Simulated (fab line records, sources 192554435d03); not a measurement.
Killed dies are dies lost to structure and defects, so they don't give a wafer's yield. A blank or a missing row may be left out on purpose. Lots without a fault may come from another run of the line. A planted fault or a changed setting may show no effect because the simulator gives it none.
Chamber matching | flow n5_finfet | N5_BEOL_M10_ETCH_62 on rie_diel-03: 3 sister chambers
The step etches SOC in N2/H2, target depth 110 nm, overetch 22 nm, time 165 s. 6 wafers are shown with their chamber, then 6 later ones without.

WAFERS WITH THEIR CHAMBER
wafer  | chamber | showerhead_plenum_p_Torr (Torr) | throttle_valve_pct (%)
L074.5 | 0       | 2.68                            | 17.83
L076.4 | 0       | 2.68                            | 17.83
L077.1 | 2       | 2.49                            | 17.47
L077.6 | 1       | 2.59                            | 17.50
L087.1 | 2       | 2.48                            | 17.52
L087.2 | 1       | 2.58                            | 17.51

WAFERS WITHOUT THEIR CHAMBER
wafer  | showerhead_plenum_p_Torr (Torr) | throttle_valve_pct (%)
L087.3 | 2.67                            | 17.89
L090.3 | 2.48                            | 17.52
L090.5 | 2.58                            | 17.54
L090.6 | 2.66                            | 17.88
L094.5 | 2.57                            | 17.56
L094.6 | 2.66                            | 17.90

WHICH CHAMBER EACH WENT THROUGH
wafer  | from the rows above | in truth
L087.3 | 0                   | 0
L090.3 | 2                   | 2
L090.5 | 1                   | 1
L090.6 | 0                   | 0
L094.5 | 1                   | 1
L094.6 | 0                   | 0
Placed correctly: 6 of 6. Can't be placed from these rows: 0. Placed wrongly: 0.
How it was worked out, from the rows above alone: a wafer's distance from a chamber is the root of the sum, over the readings, of the square of ((its reading less the chamber's mean) divided by the reading's scatter). The wafer belongs to the nearest chamber; if the next one is less than 2 further off, it can't be placed. A chamber's mean is the mean of its shown wafers. The scatter: the root of (the sum of the squares of (reading less its chamber's mean) over the shown wafers, divided by (wafers less chambers)).
